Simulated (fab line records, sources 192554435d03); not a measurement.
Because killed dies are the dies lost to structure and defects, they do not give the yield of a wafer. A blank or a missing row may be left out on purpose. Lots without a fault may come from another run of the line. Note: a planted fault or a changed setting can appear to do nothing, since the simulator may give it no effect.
Chamber matching -- flow n5-finfet -- 4 sister chambers for N5_BEOL_M3_DESCUM_16 on rie-diel-04
The step chemistry O2, time 7 s. 18 wafers are shown with their chamber, then 9 later ones without.

EACH WAFER AND ITS CHAMBER
wafer,chamber,showerhead-plenum-p-Torr (Torr),drypump-motor-current-A (A),throttle-valve-pct (%)
L079.1,2,2.00,5.6,20.27
L079.3,1,2.15,5.6,20.85
L079.4,3,2.06,5.2,20.27
L078.2,3,2.06,5.2,20.30
L078.3,2,2.00,5.6,20.27
L078.6,3,2.06,5.2,20.29
L082.1,2,1.99,5.6,20.28
L082.3,0,2.14,5.3,20.88
L082.4,3,2.05,5.2,20.32
L085.2,0,2.14,5.3,20.90
L085.4,1,2.15,5.6,20.45
L085.5,3,2.05,5.1,20.32
L087.1,3,2.05,5.1,20.32
L087.4,1,2.14,5.6,20.47
L087.5,0,2.14,5.3,20.91
L088.1,2,1.99,5.6,20.30
L088.4,3,2.05,5.2,20.34
L088.5,2,1.99,5.6,20.31

SIGNATURES (averages over the wafers above)
reading,chamber 0,chamber 1,chamber 2,chamber 3,scatter within a chamber
showerhead-plenum-p-Torr,2.1400,2.1467,1.9940,2.0543,0.00506
drypump-motor-current-A,5.300,5.600,5.600,5.171,0.0319
throttle-valve-pct,20.8967,20.5900,20.2860,20.3086,0.0873
Rule: a wafer lies at a distance from a chamber equal to the root of the sum of squares, over the readings, of (its reading less the chamber's mean, divided by the reading's scatter). The wafer belongs to the nearest chamber; if the next one is less than 2 further off, it can't be placed. The scatter: the root of (the sum of the squares of (reading less its chamber's mean) over the shown wafers, divided by (wafers less chambers)).

WAFERS WHOSE CHAMBER IS MISSING
wafer,showerhead-plenum-p-Torr (Torr),drypump-motor-current-A (A),throttle-valve-pct (%)
L092.1,2.14,5.3,20.49
L092.3,2.05,5.1,20.33
L092.6,2.14,5.3,20.49
L093.2,2.05,5.2,20.36
L093.4,2.14,5.6,20.49
L093.6,2.05,5.2,20.36
L094.4,2.14,5.3,20.49
L094.5,2.14,5.6,20.48
L094.6,2.05,5.2,20.36

WHICH CHAMBER EACH WENT THROUGH
wafer,from the rows above,in truth
L092.1,0,0
L092.3,3,3
L092.6,0,0
L093.2,3,3
L093.4,1,1
L093.6,3,3
L094.4,0,0
L094.5,1,1
L094.6,3,3
Correct placement for 9 of the 9. Left unplaced by these rows: 0. 0 placed wrongly.
